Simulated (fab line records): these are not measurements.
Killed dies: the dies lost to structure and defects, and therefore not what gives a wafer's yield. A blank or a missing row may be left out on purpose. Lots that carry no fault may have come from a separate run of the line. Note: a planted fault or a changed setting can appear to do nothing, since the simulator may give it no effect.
fab line records ; flow n5_finfet ; part 2 of 2: steps 5 to 6 of 6
record lots=24; wafers=72; last_day=19
route steps=1938 shown MOL_CONTACT_COAG@580 BEOL_M0_SAQP@634
lots that met no fault: taken from a fault-free run of the same line
start_h: hours from the record's opening day to when the first of the lot's shown wafers began ; wait_h: time in hours since the lot's previous step ; " repeats the value in the row above ; L1.1+2: one row covering several wafers at once ; - either no value or no given start ; * or withheld: withheld ; < > ~ a bound
route shown NAME@n: names a module that has steps shown in the file, with the first one's number in the route ; usual: mean/standard deviation of fault-free wafers ; same: alike in all rows ; chamber/n: place in a boat ; sites: each site's reading ; _std_site: their standard deviation ; _edge_site: outer sites' mean less inner sites' ; radius_mm: how far each site lies from the wafer's centre ; mask NAME#n: copy n ; behind: the tool/chamber that last shaped the wafer ; hold: reason for holding the lot/hours on hold/outcome of the hold ; device: names the non-switching transistor (n, p or np) ; end of line: tests run on the same wafers once the route is complete ; a step with no rows: only its recipe ; killed: dies lost to structure and defects at the first sort, not the wafer's yield ; map: dies across one wafer; x = killed, . = not, _ = none there
set.NAME: the setting the step ran with; set.NAME@STEP: the setting that earlier step ran with ; model.NAME: the simulator's own value behind a step, which no gauge read
one table for each step of the route and one row for each wafer, over a sample of lots
services: the hour from which a tool's chamber was out of use, counted from the record's first day as start_h (under 0 if before that day), plus the number of hours and why
## steps
# step N5_BEOL_M0_SAQP_ETCH_106
# recipe chemistry=N2/H2; target=SOC; target_depth_a=1500; stop_on=SiNx; ion_energy_ev=100; bias_w=61; pressure_mtorr=30; source_w=850; n2_flow_sccm=200; h2_flow_sccm=200
# usual drypump_motor_current_A=5.5/0.5; oes_product_au=0.80/0.095; rf_fwd_power_W=843/3.4; rf_vpp_V=240.3/1.4; showerhead_plenum_p_Torr=2.52/0.08; throttle_valve_pct=17.83/0.29
lot.wafer;tool;chamber;start_h;wait_h;drypump_motor_current_A;oes_product_au;rf_fwd_power_W;rf_hours_counter_h;rf_vpp_V;showerhead_plenum_p_Torr;throttle_valve_pct
L074.1;rie_diel-01;1;115.90;-;5.1;0.75;843;134;239.0;2.43;18.08
L074.5;rie_diel-01;3;115.90;-;5.6;0.69;847;-;241.7;2.58;17.63
L074.6;rie_diel-01;1;115.90;-;5.1;0.76;840;-;239.5;2.43;18.08
L075.2;rie_diel-01;1;121.60;-;5.1;0.75;841;136;238.7;2.43;18.08
L075.5;rie_diel-01;3;121.60;-;5.6;0.68;845;-;241.7;2.58;17.61
L075.6;rie_diel-01;0;121.60;-;5.3;0.67;845;-;238.5;2.39;18.12
L076.4;rie_diel-01;2;133.79;-;5.5;0.97;844;-;240.7;2.48;17.48
L076.5;rie_diel-01;0;133.79;-;5.4;0.67;851;-;237.3;2.39;18.14
L076.6;rie_diel-01;1;133.79;-;5.1;0.74;846;-;239.5;2.43;18.08
L078.4;rie_diel-01;1;136.00;-;5.1;0.75;838;-;239.9;2.43;18.08
L078.5;rie_diel-01;2;136.00;-;5.5;0.96;843;-;239.1;2.48;17.47
L078.6;rie_diel-01;0;136.00;-;5.4;0.67;841;-;238.7;2.39;18.16
L077.1;rie_diel-03;1;141.40;-;5.6;0.72;842;187;240.2;2.52;18.08
L077.3;rie_diel-03;0;141.40;-;5.0;0.95;847;12;242.6;2.67;17.29
L077.6;rie_diel-03;2;141.40;-;5.1;0.82;843;-;241.3;2.58;17.80
L079.1;rie_diel-03;2;142.00;-;5.0;0.82;842;94;241.0;2.58;17.80
L079.3;rie_diel-03;1;142.00;-;5.6;0.73;841;187;241.0;2.52;18.09
L079.4;rie_diel-03;0;142.00;-;5.0;0.95;844;12;242.7;2.67;17.28
L080.3;rie_diel-03;1;146.63;-;5.6;0.72;841;189;239.7;2.52;18.07
L080.4;rie_diel-03;0;146.63;-;5.0;0.94;847;14;242.2;2.67;17.28
L080.5;rie_diel-03;0;146.63;-;5.0;0.95;846;-;242.5;2.67;17.29
L081.2;rie_diel-03;1;148.47;-;5.6;0.72;841;189;239.8;2.52;18.07
L081.3;rie_diel-03;2;148.47;-;5.1;0.82;842;96;240.6;2.58;17.79
L081.5;rie_diel-03;0;148.47;-;4.9;0.94;843;-;244.6;2.67;17.28
L082.2;rie_diel-01;2;160.34;-;5.5;0.93;846;16;239.2;2.47;17.50
L082.3;rie_diel-01;1;160.34;-;5.1;0.73;842;152;238.5;2.42;18.10
L082.6;rie_diel-01;2;160.34;-;5.5;0.93;845;-;239.8;2.47;17.51
L083.3;rie_diel-03;3;164.14;-;6.2;0.84;845;44;239.9;2.48;17.78
L083.4;rie_diel-03;2;164.14;-;5.1;0.82;839;100;241.3;2.57;17.81
L083.5;rie_diel-03;0;164.14;-;5.0;0.93;844;-;243.1;2.67;17.29
L084.1;rie_diel-01;1;176.07;-;5.1;0.73;841;157;239.8;2.42;18.11
L084.4;rie_diel-01;1;176.07;-;5.1;0.74;838;-;241.0;2.42;18.12
L084.6;rie_diel-01;3;176.07;-;5.6;0.94;842;-;240.7;2.57;17.21
L085.1;rie_diel-04;2;184.45;-;4.7;0.69;846;209;237.0;2.43;18.00
L085.4;rie_diel-04;3;184.45;-;6.4;0.75;841;146;241.1;2.56;18.20
L085.6;rie_diel-04;3;184.45;-;6.4;0.74;836;-;240.2;2.56;18.19
L086.1;rie_diel-03;3;186.26;-;6.2;0.83;847;51;239.1;2.48;17.81
L086.2;rie_diel-03;0;186.26;-;5.0;0.92;848;26;243.8;2.67;17.31
L086.3;rie_diel-03;1;186.26;-;5.6;0.72;842;200;241.0;2.52;18.10
L087.1;rie_diel-04;3;194.34;-;6.4;0.74;842;149;241.4;2.56;18.21
L087.2;rie_diel-04;1;194.34;-;5.7;0.78;842;141;239.9;2.53;17.74
L087.4;rie_diel-04;0;194.34;-;5.3;0.91;841;20;241.4;2.59;17.85
L088.1;rie_diel-04;0;196.16;-;5.3;0.91;840;20;239.6;2.59;17.86
L088.3;rie_diel-04;1;196.16;-;5.6;0.79;844;141;240.4;2.53;17.74
L088.5;rie_diel-04;2;196.16;-;4.7;0.69;842;-;239.3;2.43;17.98
L089.2;rie_diel-03;2;202.32;-;5.1;0.80;840;111;240.9;2.57;17.83
L089.3;rie_diel-03;3;202.32;-;6.2;0.82;844;55;238.8;2.48;17.80
L089.6;rie_diel-03;3;202.32;-;6.2;0.82;840;-;241.3;2.48;17.81
L090.1;rie_diel-04;0;205.84;-;5.3;0.91;849;23;241.9;2.59;17.84
L090.2;rie_diel-04;1;205.84;-;5.6;0.78;850;144;241.0;2.53;17.75
L090.6;rie_diel-04;2;205.84;-;4.8;0.69;841;-;238.4;2.43;17.98
L091.2;rie_diel-04;1;211.59;-;5.7;0.78;844;146;239.7;2.53;17.74
L091.3;rie_diel-04;3;211.59;-;6.4;0.73;836;154;240.4;2.56;18.20
L091.4;rie_diel-04;0;211.59;-;5.3;0.91;842;25;242.8;2.59;17.85
L092.2;rie_diel-04;2;221.77;-;4.8;0.68;843;220;238.8;2.43;18.02
L092.4;rie_diel-04;0;221.77;-;5.3;0.90;843;27;240.6;2.59;17.86
L092.6;rie_diel-04;2;221.77;-;4.7;0.68;840;-;239.4;2.43;18.00
L093.1;rie_diel-01;3;226.91;-;5.6;0.90;844;24;238.9;2.57;17.24
L093.5;rie_diel-01;3;226.91;-;5.6;0.90;847;-;240.6;2.57;17.25
L093.6;rie_diel-01;2;226.91;-;5.5;0.89;842;-;239.4;2.47;17.53
L094.2;rie_diel-03;2;234.77;-;5.1;0.80;841;118;240.4;2.56;17.83
L094.3;rie_diel-03;0;234.77;-;5.0;0.90;843;38;241.3;2.66;17.33
L094.5;rie_diel-03;2;234.77;-;5.1;0.80;841;-;240.5;2.56;17.84
L095.1;rie_diel-04;3;239.39;-;6.4;0.72;837;162;240.0;2.55;18.21
L095.2;rie_diel-04;2;239.39;-;4.7;0.68;839;226;238.1;2.43;18.01
L095.4;rie_diel-04;0;239.39;-;5.3;0.88;840;33;240.4;2.59;17.86
L096.1;rie_diel-04;2;242.08;-;4.7;0.68;839;227;239.6;2.43;18.01
L096.3;rie_diel-04;0;242.08;-;5.3;0.89;844;33;241.9;2.59;17.87
L096.5;rie_diel-04;2;242.08;-;4.8;0.68;842;-;238.6;2.43;18.02
L097.1;rie_diel-01;1;250.15;-;5.1;0.71;840;185;239.5;2.41;18.17
L097.4;rie_diel-01;1;250.15;-;5.1;0.70;838;-;239.2;2.41;18.17
L097.5;rie_diel-01;2;250.15;-;5.5;0.87;845;-;240.1;2.46;17.55
# step N5_BEOL_M0_SAQP_CD_MEAS_29
# recipe target_cd_nm=14.4; landing_energy_ev=1000; detector=se_inlens
# usual cd_nm=15.05/0.25
lot.wafer;tool;chamber;start_h;wait_h;cd_nm
L074.1;cd_sem-01;0;116.95;0.1;15.21
L074.5;cd_sem-01;0;116.95;0.1;15.16
L074.6;cd_sem-01;0;116.95;0.1;15.23
L075.2;cd_sem-02;0;122.70;0.1;14.90
L075.5;cd_sem-02;0;122.70;0.1;15.11
L075.6;cd_sem-02;0;122.70;0.1;15.08
L076.4;cd_sem-02;0;135.03;0.1;14.76
L076.5;cd_sem-02;0;135.03;0.1;14.92
L076.6;cd_sem-02;0;135.03;0.1;14.78
L078.4;cd_sem-02;0;137.22;0.0;15.38
L078.5;cd_sem-02;0;137.22;0.0;15.42
L078.6;cd_sem-02;0;137.22;0.0;15.33
L077.1;cd_sem-02;0;142.45;0.1;15.08
L077.3;cd_sem-02;0;142.45;0.1;14.81
L077.6;cd_sem-02;0;142.45;0.1;15.44
L079.1;cd_sem-02;0;143.05;0.1;14.77
L079.3;cd_sem-02;0;143.05;0.1;15.20
L079.4;cd_sem-02;0;143.05;0.1;15.09
L080.3;cd_sem-02;0;147.68;0.1;15.06
L080.4;cd_sem-02;0;147.68;0.1;15.01
L080.5;cd_sem-02;0;147.68;0.1;15.37
L081.2;cd_sem-02;0;150.14;0.1;15.29
L081.3;cd_sem-02;0;150.14;0.1;15.37
L081.5;cd_sem-02;0;150.14;0.1;15.30
L082.2;cd_sem-02;0;161.39;0.1;15.21
L082.3;cd_sem-02;0;161.39;0.1;14.90
L082.6;cd_sem-02;0;161.39;0.1;14.61
L083.3;cd_sem-02;0;165.28;0.1;15.04
L083.4;cd_sem-02;0;165.28;0.1;14.96
L083.5;cd_sem-02;0;165.28;0.1;15.03
L084.1;cd_sem-01;0;177.12;0.1;15.00
L084.4;cd_sem-01;0;177.12;0.1;14.62
L084.6;cd_sem-01;0;177.12;0.1;15.12
L085.1;cd_sem-01;0;186.24;0.1;15.30
L085.4;cd_sem-01;0;186.24;0.1;14.39
L085.6;cd_sem-01;0;186.24;0.1;15.08
L086.1;cd_sem-02;0;187.62;0.1;14.47
L086.2;cd_sem-02;0;187.62;0.1;14.84
L086.3;cd_sem-02;0;187.62;0.1;15.18
L087.1;cd_sem-02;0;195.39;0.1;14.98
L087.2;cd_sem-02;0;195.39;0.1;15.07
L087.4;cd_sem-02;0;195.39;0.1;15.09
L088.1;cd_sem-01;0;198.80;0.1;14.91
L088.3;cd_sem-01;0;198.80;0.1;14.82
L088.5;cd_sem-01;0;198.80;0.1;14.57
L089.2;cd_sem-01;0;204.67;0.1;15.46
L089.3;cd_sem-01;0;204.67;0.1;15.48
L089.6;cd_sem-01;0;204.67;0.1;15.12
L090.1;cd_sem-01;0;207.31;0.1;14.96
L090.2;cd_sem-01;0;207.31;0.1;15.12
L090.6;cd_sem-01;0;207.31;0.1;15.15
L091.2;cd_sem-01;0;212.78;0.1;14.89
L091.3;cd_sem-01;0;212.78;0.1;14.70
L091.4;cd_sem-01;0;212.78;0.1;15.08
L092.2;cd_sem-01;0;222.82;0.1;15.06
L092.4;cd_sem-01;0;222.82;0.1;15.36
L092.6;cd_sem-01;0;222.82;0.1;15.36
L093.1;cd_sem-02;0;227.96;0.1;15.54
L093.5;cd_sem-02;0;227.96;0.1;14.82
L093.6;cd_sem-02;0;227.96;0.1;15.63
L094.2;cd_sem-02;0;236.02;0.1;15.29
L094.3;cd_sem-02;0;236.02;0.1;14.65
L094.5;cd_sem-02;0;236.02;0.1;14.68
L095.1;cd_sem-02;0;240.49;0.1;15.14
L095.2;cd_sem-02;0;240.49;0.1;15.46
L095.4;cd_sem-02;0;240.49;0.1;15.16
L096.1;cd_sem-02;0;243.13;0.1;15.39
L096.3;cd_sem-02;0;243.13;0.1;15.21
L096.5;cd_sem-02;0;243.13;0.1;15.53
L097.1;cd_sem-02;0;251.23;0.1;14.84
L097.4;cd_sem-02;0;251.23;0.1;15.00
L097.5;cd_sem-02;0;251.23;0.1;14.77
## services
tool;chamber;start_h;hours;kind
rie_diel-06;3;89.22;5.0;repair
rie_si-06;2;90.65;7.5;repair
rie_si-04;-;91.00;14.6;pm
rie_diel-04;2;96.27;15.7;repair
rie_si-05;2;98.46;6.1;repair
rie_diel-05;1;121.32;1.8;repair
rie_si-04;2;133.11;-;clean
rie_si-05;-;133.79;0.1;repair
rie_diel-04;-;136.35;1.1;repair
rie_si-06;2;139.66;1.6;repair
pvd_sputter-02;-;146.23;1.1;repair
rie_diel-04;0;152.81;8.1;repair
rie_diel-04;-;167.56;0.5;repair
rie_diel-06;1;173.12;2.4;repair
rie_diel-06;0;174.16;8.3;repair
rie_si-04;2;177.00;1.5;repair
rie_si-04;3;202.34;7.4;repair
rie_diel-05;3;211.18;8.2;repair
rie_si-06;1;214.65;134.4;repair
rie_diel-01;0;223.37;15.1;repair
rie_diel-05;1;231.51;7.3;repair
rie_diel-01;3;232.64;22.4;repair
rie_si-06;-;233.98;0.5;repair
rie_diel-03;-;244.35;28.1;pm
